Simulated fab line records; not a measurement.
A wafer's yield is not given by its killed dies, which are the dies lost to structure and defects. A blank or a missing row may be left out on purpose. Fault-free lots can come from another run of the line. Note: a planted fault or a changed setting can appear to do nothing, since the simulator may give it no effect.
Chamber matching    flow n5_finfet    N5_BEOL_M4_ALD_84 on ald_metal-04 has 4 sister chambers
The step deposits TaN, pulse time 2 s, purge time 3 s, co reactant purge time 2 s. 16 wafers are shown with their chamber, then 8 later ones without.

WAFERS PAIRED WITH THEIR CHAMBERS
wafer   chamber  heater_power_w (W)  precursor_vessel_carrier_sccm (sccm)
L077.3  1        447                 1001.0
L077.5  0        410                 997.9
L077.6  3        489                 998.0
L078.1  1        450                 998.8
L078.2  0        421                 999.2
L078.5  3        502                 996.9
L081.1  3        492                 998.9
L081.3  0        430                 1008.2
L081.6  2        499                 1000.6
L084.1  0        423                 1001.7
L084.4  3        490                 1000.1
L084.5  3        482                 999.2
L086.3  3        494                 1000.5
L086.4  1        460                 997.8
L086.5  2        482                 1001.4
L088.3  3        487                 1002.4

SIGNATURES, as means of the wafers listed above
reading                        chamber 0  chamber 1  chamber 2  chamber 3  scatter within a chamber
heater_power_w                 421.00     452.33     490.50     490.86     7.51
precursor_vessel_carrier_sccm  1001.750   999.200    1001.000   999.429    2.7
Rule: a wafer lies at a distance from a chamber equal to the root of the sum of squares, over the readings, of (its reading less the chamber's mean, divided by the reading's scatter). If the next closest chamber is less than 2 further off than the closest, the wafer can't be placed; otherwise it belongs to the closest. The scatter: the root of (the sum of the squares of (reading less its chamber's mean) over the shown wafers, divided by (wafers less chambers)).

WAFERS MISSING THEIR CHAMBER
wafer   heater_power_w (W)  precursor_vessel_carrier_sccm (sccm)
L088.5  493                 999.4
L088.6  435                 1000.3
L089.1  420                 998.4
L089.2  507                 998.7
L089.3  498                 999.3
L097.3  500                 995.9
L097.5  418                 1001.6
L097.6  445                 1002.3

CHAMBER TAKEN BY EACH
wafer   from the rows above      in truth
L088.5  can't be placed: 3 or 2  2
L088.6  can't be placed: 0 or 1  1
L089.1  0                        0
L089.2  can't be placed: 3 or 2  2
L089.3  can't be placed: 3 or 2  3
L097.3  can't be placed: 3 or 2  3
L097.5  0                        0
L097.6  can't be placed: 1 or 0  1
2 of 8 placed correctly. These rows do not allow placing 6 (true chamber among the candidates in 6). 0 placed wrongly.
